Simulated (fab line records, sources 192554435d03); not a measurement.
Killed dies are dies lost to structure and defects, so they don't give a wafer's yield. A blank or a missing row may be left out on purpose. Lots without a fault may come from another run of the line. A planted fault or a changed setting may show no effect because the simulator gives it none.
Split-lot experiment | flow n5_finfet | 7 lots, 21 wafers read, on a route of 1938 steps

THE SPLIT
At N5_PASSIVATION_ETCH_15 (etches SiCN in CF4/N2, target depth 75 nm, time 81.2 s), the setting bias_w was moved away from the recipe's 70 W on 8 of the 21 wafers read, by -13.5% to -10.2%. The other wafers ran this setting at the recipe's value.

The reading is taken at the split's own step.

THE READING
rf_vpp_V, in V, at N5_PASSIVATION_ETCH_15 (etches SiCN in CF4/N2, target depth 75 nm, time 81.2 s). Fault-free wafers of this fab line usually give 382.0 V, standard deviation 1.7 V.

wafer  | tool, chamber at the split | bias_w as run, W | against the recipe | rf_vpp_V, V | against lot-mates on the recipe
L074.4 | rie_diel-06, 1             | 70               | recipe             | 382.7       | -
L074.5 | rie_diel-06, 2             | 70               | recipe             | 380.1       | -
L074.6 | rie_diel-06, 3             | 70               | recipe             | 383.8       | -
L075.3 | rie_diel-03, 1             | 60.65            | -13.4%             | 347.0       | no lot-mate on the recipe
L075.5 | rie_diel-03, 1             | 60.65            | -13.4%             | 346.9       | no lot-mate on the recipe
L075.6 | rie_diel-03, 2             | 60.65            | -13.4%             | 350.9       | no lot-mate on the recipe
L083.1 | rie_diel-01, 2             | 70               | recipe             | 384.3       | -
L083.2 | rie_diel-01, 3             | 70               | recipe             | 380.9       | -
L083.5 | rie_diel-01, 0             | 62.87            | -10.2%             | 356.3       | -26.3
L082.2 | rie_diel-03, 0             | 70               | recipe             | 381.3       | -
L082.3 | rie_diel-03, 3             | 70               | recipe             | 382.5       | -
L082.5 | rie_diel-03, 3             | 70               | recipe             | 383.9       | -
L084.1 | rie_diel-01, 1             | 60.57            | -13.5%             | 348.9       | -31.4
L084.3 | rie_diel-01, 0             | 70               | recipe             | 380.3       | -
L084.4 | rie_diel-01, 2             | 60.57            | -13.5%             | 351.0       | -29.3
L085.3 | rie_diel-06, 2             | 70               | recipe             | 379.8       | -
L085.4 | rie_diel-06, 0             | 70               | recipe             | 382.6       | -
L085.6 | rie_diel-06, 0             | 70               | recipe             | 383.2       | -
L092.2 | rie_diel-03, 0             | 61.53            | -12.1%             | 351.3       | -30.0
L092.3 | rie_diel-03, 3             | 70               | recipe             | 381.3       | -
L092.5 | rie_diel-03, 3             | 61.53            | -12.1%             | 351.9       | -29.4

THE FIT
A straight line over all 21 wafers: rf_vpp_V changes by +2.48 V for each +1% of bias_w; r = +1.00; the points scatter about the line by 1.6 V.
The same after taking each lot's own level away (the mean of its wafers on the recipe; 18 wafers): +2.37 V for each +1%; r = +0.99; scatter 1.5 V.
On that fit, the largest move of bias_w shifts the reading by 32 V.
The lots' own levels span 380.30 to 382.60 V, that is 1.4 times the standard deviation above.
So the lot-to-lot level changes the slope little: the two slopes agree.
Check: with one of the wafers moved furthest among these (-13.5%) left out of the fit, the line predicts -32.2 V for it against its lot-mates. It came out at -31.4 V against them.
Tool readings at the split's step, against how far the setting was moved: rf_vpp_V r = +1.00.

OTHER SPLITS ON THESE WAFERS
These wafers also went through other splits before the reading. Each is held against what the fit with the lots' levels taken away leaves over:
other split on the same wafers     | wafers away from the commonest value | r with rf_vpp_V (lot level and that fit taken away)
N5_BEOL_M14_SPUTTER_43 power_w     | 6                                    | +0.37
N5_BEOL_M15_COAT_22 spin_rpm       | 4                                    | -0.25
N5_BEOL_M15_PEB_26 peb_temp_c      | 1                                    | -
N5_MIM_TOP_LITHO_EXPOSE_05 dose_mj | 6                                    | -0.07

THE FILE'S OWN FIT
rf_vpp_V changes by +2.4 V for each +1% of bias_w, r = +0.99.
